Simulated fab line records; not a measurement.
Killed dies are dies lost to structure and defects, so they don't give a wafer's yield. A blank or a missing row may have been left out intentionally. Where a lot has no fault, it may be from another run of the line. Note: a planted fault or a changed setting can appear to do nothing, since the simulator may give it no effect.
A struck lot beside a sound one ; flow n5 finfet ; 42 steps out of a route of 1938
Sound: the wafers L422.3, L422.4, L422.6. Struck: wafer L435.1; the same lot's L435.4 was not struck, so it is left out; see the end for the cause.
For every step that has rows: the tool of each side, followed by ch and its chambers, followed by its first start. Under that, the readings that differ: sound wafers ; struck wafers ; difference of the means ; sigmas: that difference in standard deviations of wafers without a fault.
alike: a reading whose means differ by less than 2 such deviations, as well as words and numbers matching on both sides. not compared: withheld readings; readings where some wafer has no value; bounds like >300 that might hide an equal value; numbers whose values overlap and for which the record gives no deviation.
The two part at a step that has a row with sigmas, a row that says differs or no value, or rows on one side only. Numbers that don't overlap but have no deviation are shown without sigmas and don't part them. A reading that every wafer of one side lacks parts them only if that side has two wafers or more.

N5_MOL_CONTACT_COAG_CO_FILL_22: material Co, precursor CCTBA/H2, target thk 20 nm.
  sound on cvd co-02 ch 0,1, day 5 15:15; struck on cvd co-02 ch 0, day 9 06:58
  alike: heater power w
N5_MOL_CONTACT_COAG_ANNEAL_113: time 300 s.
  sound on rtp anneal-01 ch 0, day 5 16:10; struck on rtp anneal-02 ch 0, day 9 07:35
  alike: anneal temp c max, lamp power pct, lamp_zone_7_pct, wafer_temp_C_max
then, 8 steps without rows for these wafers: N5_MOL_CONTACT_COAG_PRE_CLEAN_142 (time 60 s); N5_MOL_CONTACT_COAG_SPUTTER_130 (material Co, target thk 47.5 nm); N5_MOL_CONTACT_COAG_PRECLEAN_125 (cleans in DIW, time 57.5 s); N5_MOL_CONTACT_COAG_SRD_126 (dry time 32 s); N5_MOL_CONTACT_COAG_CMP_23 (polishes, stops on SiO2, t overpolish 1.5 s, target thk 0 nm); N5_MOL_CONTACT_COAG_WET_ETCH_26 (target Co, target depth 13 nm); N5_MOL_CONTACT_COAG_WET_ETCH_116 (etches the open film in SC1-inhibited, target depth 4.6 nm, rinse time 30 s); N5_MOL_CONTACT_COAG_ALD_27 (deposits SiOC, target thk 17 nm, pulse time 1.5 s, time 2720 s).
N5_MOL_CONTACT_COAG_CMP_28: polishes, stops on SiNx, t overpolish 0.85 s, target thk 14.522 nm.
  sound on cmp-02 ch 0,2,3, day 5 20:52; struck on cmp-04 ch 1, day 9 11:14
  alike: head pressure psi, motor current A, time to endpoint s
N5_MOL_CONTACT_COAG_THK_MEAS_29:
  sound on film metro-02 at day 5 21:05; struck on film metro-01 at day 9 11:27
reading;sound;struck;difference;sigmas
MD_CAP_THK (nm);17.78 17.97 17.86;17.62;-0.25;-3
then, 11 steps without rows for these wafers: N5_MOL_CONTACT_COAG_ALD_123 (deposits SiNx, target thk 5 nm, pulse time 1 s, purge time 2 s); N5_MOL_CONTACT_COAG_PECVD_31 (deposits SiO2 from TEOS/O2, target thk 46 nm, time 8.9 s); N5_MOL_CONTACT_COAG_COAT_75 (time 60 s, resist thk 60 nm); N5_MOL_CONTACT_COAG_COAT_76 (time 60 s, resist thk 10 nm); N5_MOL_CONTACT_COAG_COAT_77 (time 60 s, resist thk 10 nm); N5_MOL_CONTACT_COAG_COAT_78 (resist thk 40 nm); N5_MOL_CONTACT_COAG_EBR_80; N5_MOL_CONTACT_COAG_SOFTBAKE_79 (time 60 s); N5_MOL_CONTACT_COAG_EXPOSE_81 (exposes mask VG, defocus 0 nm); N5_MOL_CONTACT_COAG_PEB_82 (peb time 60 s); N5_MOL_CONTACT_COAG_DEVELOP_83 (develop time 30 s).
N5_MOL_CONTACT_COAG_CD_MEAS_84: target cd 25.1 nm.
  sound on cd sem-03 ch 0, day 5 21:59; struck on cd sem-02 ch 0, day 9 12:32
  alike: cd nm
N5_MOL_CONTACT_COAG_OVL_MEAS_85:
  sound on overlay-01 ch 0, day 5 22:01; struck on overlay-01 ch 0, day 9 12:34
  alike: VG_OVL
N5_MOL_CONTACT_COAG_INSPECT_57: inspects for defects (brightfield).
  sound on defect inspect-02 at day 5 22:04; struck on defect inspect-02 at day 9 12:37
reading;sound;struck;difference;sigmas
raw defect count;297 250 273;147;-126;-3
then, 5 steps without rows for these wafers: N5_MOL_CONTACT_COAG_DESCUM_88 (chemistry O2, time 7 s); N5_MOL_CONTACT_COAG_ETCH_89 (etches underlayer in N2/H2, target depth 13 nm, time 10.4 s); N5_MOL_CONTACT_COAG_ETCH_90 (etches SiARC in CF4, target depth 13 nm, time 21.7 s); N5_MOL_CONTACT_COAG_ALD_131 (deposits SiO2, target thk 5 nm, pulse time 1 s, co reactant pulse time 1 s); N5_MOL_CONTACT_COAG_ETCHBACK_132 (etches SiO2 in CHF3, target depth 10 nm, time 6.7 s).
N5_MOL_CONTACT_COAG_ETCH_91: etches SOC in N2/H2, target depth 60 nm, overetch 21 nm, time 101.2 s.
  sound on rie diel-03 ch 1,2,3, day 5 23:02; struck on rie diel-02 ch 0, day 9 13:18
reading;sound;struck;difference;sigmas
oes product au (a.u.);0.78 0.76 0.64;0.61;-0.12;-2
throttle valve pct (%);17.50 17.23 17.67;18.04;+0.57;+2
  alike: drypump motor current A, n2 flow sccm, rf vpp V, showerhead plenum p Torr
  not compared: rf hours counter h
then, 4 steps without rows for these wafers: N5_MOL_CONTACT_COAG_STRIP_92 (strips in N2/H2); N5_MOL_CONTACT_COAG_STRIP_93 (strips in N2/H2); N5_MOL_CONTACT_COAG_ETCHBACK_135 (etches SiO2 in CHF3, target depth 25 nm, time 16.7 s); N5_MOL_CONTACT_COAG_STRIP_118 (strips in CHF3).
N5_MOL_CONTACT_COAG_VIA_ETCH_46: etches SiO2 in C4F6/O2, target depth 46 nm, overetch 9.2 nm, time 40 s.
  sound on rie diel-03 ch 1,2,3, day 5 23:09; struck on rie diel-02 ch 0, day 9 13:26
reading;sound;struck;difference;sigmas
oes_ar_750_au (a.u.);0.92 0.90 0.77;0.72;-0.14;-2
oes product au (a.u.);0.83 0.81 0.68;0.65;-0.12;-2
  alike: drypump motor current A, rf vpp V, showerhead plenum p Torr, throttle valve pct
  not compared: rf hours counter h
then, 1 step without rows for these wafers: N5_MOL_CONTACT_COAG_STRIP_96 (strips in N2/H2).
N5_MOL_CONTACT_COAG_ETCH_47: etches SiNx in CH3F/O2, stops on W, target depth 27 nm.
  sound on rie diel-03 ch 1,2,3, day 5 23:16; struck on rie diel-02 ch 0, day 9 13:32
reading;sound;struck;difference;sigmas
oes_ar_750_au (a.u.);0.91 0.91 0.77;0.72;-0.14;-2
oes product au (a.u.);0.81 0.81 0.69;0.64;-0.13;-2
throttle valve pct (%);16.08 15.94 16.01;16.55;+0.54;+2
model.etch.depth nm (nm);17.82 17.91 17.83;17.61;-0.24;
  alike: drypump motor current A, etch rf on time s, rf vpp V, showerhead plenum p Torr
  not compared: rf hours counter h
N5_MOL_CONTACT_COAG_STRIP_119: strips in N2/H2, time 30 s.
  sound on plasma asher-02 ch 0,1, day 5 23:43; struck on plasma asher-02 ch 0, day 9 13:37
reading;sound;struck;difference;sigmas
n2 flow sccm (sccm);1747 1751 1753;1736;-14;-3
rf hours counter h (h);- - -;116;no value on the sound wafers;
  alike: drypump motor current A, heater power w
-- a jump in the record: the struck wafers' starts before and after are 3 days apart (it breaks off in module MOL_CONTACT_COAG and resumes in module BEOL_M4, where the first step shown is number 1111 of the route) --
N5_BEOL_M4_RC_MEAS_101:
  sound on prober-02 ch 0, day 8 19:25; struck on prober-02 ch 0, day 12 15:31
  alike: DIBL_N, DIBL_P, IOFF_N, IOFF_P, ION_N, ION_P, SS_N, SS_P, VT_N, VT_P
-- the record jumps here: 4 days lie between the struck wafers' starts before and after (it left off in module BEOL_M4 and takes up again in module PASSIVATION, whose first step shown is number 1936 of the route) --
N5_PASSIVATION_PROBE_49:
  sound on prober-01 at day 13 01:32; struck on prober-02 at day 16 21:29
  alike: defect limited yield, killed_at_M0_to_M3, killed_at_M4_up, killed at contacts, killed at front end, killed at other, killed dies, killed open, killed short, sort_bin_5_function, sort_bin_6_memory, sort n pass, sort yield pct

== WHERE THEY PART ==
Earliest at N5_MOL_CONTACT_COAG_THK_MEAS_29; latest, in this record, at N5_MOL_CONTACT_COAG_STRIP_119. Later steps at which nothing parts them and some readings are alike: N5_BEOL_M4_RC_MEAS_101, N5_PASSIVATION_PROBE_49.

WHY: whatever the simulator had introduced
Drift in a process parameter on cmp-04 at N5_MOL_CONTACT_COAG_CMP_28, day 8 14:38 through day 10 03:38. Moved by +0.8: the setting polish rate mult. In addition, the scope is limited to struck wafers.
